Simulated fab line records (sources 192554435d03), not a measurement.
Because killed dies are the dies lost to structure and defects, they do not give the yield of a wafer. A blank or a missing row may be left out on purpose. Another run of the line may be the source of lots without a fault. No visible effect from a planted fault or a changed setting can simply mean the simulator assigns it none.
Matching of chambers | flow n5_finfet | 4 sister chambers for N5_DUMMY_GATE_TRIM_49 on rie_si-06
The step chemistry O2, time 29 s, target cd 14 nm. 18 wafers are shown with their chamber, then 8 later ones without.

## WAFERS, EACH WITH ITS CHAMBER
wafer  | chamber | drypump_motor_current_A (A) | throttle_valve_pct (%) | oes_product_au (a.u.)
L075.1 | 2       | 5.8                         | 8.06                   | 1.009
L075.4 | 0       | 6.4                         | 8.14                   | 0.996
L075.6 | 2       | 5.7                         | 8.07                   | 1.015
L077.4 | 1       | 6.0                         | 8.20                   | 0.995
L077.5 | 0       | 6.4                         | 8.16                   | 0.999
L077.6 | 2       | 5.7                         | 8.08                   | 1.009
L078.2 | 1       | 5.9                         | 8.17                   | 0.992
L078.4 | 3       | 5.0                         | 7.81                   | 1.041
L078.5 | 3       | 5.0                         | 7.80                   | 1.039
L080.2 | 2       | 5.7                         | 8.06                   | 1.011
L080.4 | 0       | 6.4                         | 8.16                   | 1.004
L080.5 | 2       | 5.7                         | 8.06                   | 1.014
L082.1 | 1       | 6.0                         | 8.20                   | 0.975
L082.4 | 0       | 6.4                         | 8.16                   | 0.989
L082.6 | 3       | 5.0                         | 7.81                   | 1.037
L084.1 | 1       | 6.0                         | 8.17                   | 0.972
L084.4 | 2       | 5.8                         | 8.07                   | 1.009
L084.6 | 0       | 6.4                         | 8.16                   | 1.001

SIGNATURES, as means of the wafers listed above
reading                 | chamber 0 | chamber 1 | chamber 2 | chamber 3 | scatter within a chamber
drypump_motor_current_A | 6.400     | 5.975     | 5.733     | 5.000     | 0.0386
throttle_valve_pct      | 8.1560    | 8.1850    | 8.0667    | 7.8067    | 0.0108
oes_product_au          | 0.99780   | 0.98350   | 1.01117   | 1.03900   | 0.00646
Rule: for a wafer and a chamber, the distance is found by dividing, reading by reading, the gap between the wafer's reading and the chamber's mean by the reading's scatter, squaring, summing and taking the root. If the next closest chamber is less than 2 further off than the closest, the wafer can't be placed; otherwise it belongs to the closest. The scatter: take each reading less its chamber's mean, square it, sum over the shown wafers, divide by the number of wafers less the number of chambers, and take the root.

## WAFERS WHOSE CHAMBER IS MISSING
wafer  | drypump_motor_current_A (A) | throttle_valve_pct (%) | oes_product_au (a.u.)
L090.2 | 6.4                         | 8.16                   | 0.998
L090.3 | 5.8                         | 8.07                   | 1.008
L091.1 | 6.4                         | 8.17                   | 0.993
L091.5 | 5.9                         | 8.17                   | 0.985
L091.6 | 5.7                         | 8.07                   | 1.006
L096.1 | 5.7                         | 8.07                   | 1.016
L096.4 | 6.0                         | 8.19                   | 0.985
L096.6 | 6.4                         | 8.17                   | 1.008

## EACH ONE'S CHAMBER
wafer  | from the rows above | in truth
L090.2 | 0                   | 0
L090.3 | 2                   | 2
L091.1 | 0                   | 0
L091.5 | 1                   | 1
L091.6 | 2                   | 2
L096.1 | 2                   | 2
L096.4 | 1                   | 1
L096.6 | 0                   | 0
Correct placement for 8 of the 8. Left unplaced by these rows: 0. 0 placed wrongly.
